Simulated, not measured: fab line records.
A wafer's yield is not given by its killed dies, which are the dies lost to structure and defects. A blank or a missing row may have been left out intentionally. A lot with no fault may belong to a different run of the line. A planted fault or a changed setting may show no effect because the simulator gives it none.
Check of tool commonality | flow nandHarc | Lots sampled 2, wafers sampled 6

REASON FOR OPENING
Flagged at NHARC_END_SORT_01: reading killedAtPeriphery, on 2 of 2 lots. Fault-free wafers read 4.2, with a standard deviation of 2.9.
Rule: a lot is flagged when every wafer of it that has a number lies more than 4 standard deviations from that mean, or none has a number. The rest of the lots are taken to be sound.

lot  | measured     | on        | killedAtPeriphery, wafer by wafer | flag
L210 | day 27 00:40 | prober-02 | 91 66 71                          | FLAGGED
L214 | day 28 16:54 | prober-02 | 95 93 67                          | FLAGGED
The numbers of the flagged lots are 80.5 on average: +76.3 against the usual, or +26 standard deviations.

LOT BY LOT: THE TOOL USED
The record holds 4 process steps before the reading, out of a route of 1302 steps. Each cell gives the tool, then ch followed by the chambers the sampled wafers passed through, then the start.
lot  | flag    | NHARC_P_CONTACT_ETCH_31          | NHARC_A_BONDPAD_PRE_CLEAN_26           | NHARC_A_BONDPAD_PVD_17                 | NHARC_THIN_TSV_ETCH_44
L210 | FLAGGED | rieDiel-01 ch 1,2, day 8 20:37   | pvdSputter-03, day 26 11:08 or earlier | pvdSputter-03, day 26 11:08 or earlier | rieDiel-06 ch 0,1, day 26 11:08
L214 | FLAGGED | rieDiel-01 ch 0,1,3, day 9 22:56 | pvdSputter-01, day 28 00:44 or earlier | pvdSputter-01, day 28 00:44 or earlier | rieDiel-11 ch 0,1,3, day 28 00:44
What the steps here do:
- NHARC_P_CONTACT_ETCH_31: etches the open film in CH3F/O2, target depth 30 nm, time 85.7 s.
- NHARC_A_BONDPAD_PRE_CLEAN_26: time 30 s.
- NHARC_A_BONDPAD_PVD_17: deposits TaN, target thk 5 nm, time 8.06 s.
- NHARC_THIN_TSV_ETCH_44: etches the open film in CF4/O2, target depth 1594.2 nm, time 797.1 s.
- NHARC_END_SORT_01

FLAGGED AGAINST TOTAL, ONE TOOL AT A TIME (gauges that did the reading follow at the end)
step                         | tool          | lots run | flagged | share of the flagged lots | sound lots run after its first flagged lot
NHARC_P_CONTACT_ETCH_31      | rieDiel-01    | 2        | 2       | all                       | 0
NHARC_A_BONDPAD_PRE_CLEAN_26 | pvdSputter-01 | 1        | 1       | some                      | 0
NHARC_A_BONDPAD_PRE_CLEAN_26 | pvdSputter-03 | 1        | 1       | some                      | 0
NHARC_A_BONDPAD_PVD_17       | pvdSputter-01 | 1        | 1       | some                      | 0
NHARC_A_BONDPAD_PVD_17       | pvdSputter-03 | 1        | 1       | some                      | 0
NHARC_THIN_TSV_ETCH_44       | rieDiel-06    | 1        | 1       | some                      | 0
NHARC_THIN_TSV_ETCH_44       | rieDiel-11    | 1        | 1       | some                      | 0
NHARC_END_SORT_01            | prober-02     | 2        | 2       | all                       | 0
With no start given for some of its lots, NHARC_A_BONDPAD_PRE_CLEAN_26 uses the hours and lot order of NHARC_THIN_TSV_ETCH_44. With no start given for some of its lots, NHARC_A_BONDPAD_PVD_17 uses the hours and lot order of NHARC_THIN_TSV_ETCH_44.

WHAT THE TABLE ALLOWS
Every flagged lot went through 2 rows of the table: rieDiel-01 at NHARC_P_CONTACT_ETCH_31 and prober-02 at NHARC_END_SORT_01.
- rieDiel-01 at NHARC_P_CONTACT_ETCH_31: 2 of its 2 lots flagged. Because this sample shows no sound lot run on it before its first flagged lot, the start cannot be pinned down more closely.
- prober-02 at NHARC_END_SORT_01: 2 of its 2 lots flagged. Because this sample shows no sound lot run on it before its first flagged lot, the start cannot be pinned down more closely.
Because each of these 2 tools fits a fault that began at some hour, counting lots does not separate them. More lots, or a look at what each step does to the wafer, might.

WHAT HAD BEEN PUT IN BY THE SIMULATOR
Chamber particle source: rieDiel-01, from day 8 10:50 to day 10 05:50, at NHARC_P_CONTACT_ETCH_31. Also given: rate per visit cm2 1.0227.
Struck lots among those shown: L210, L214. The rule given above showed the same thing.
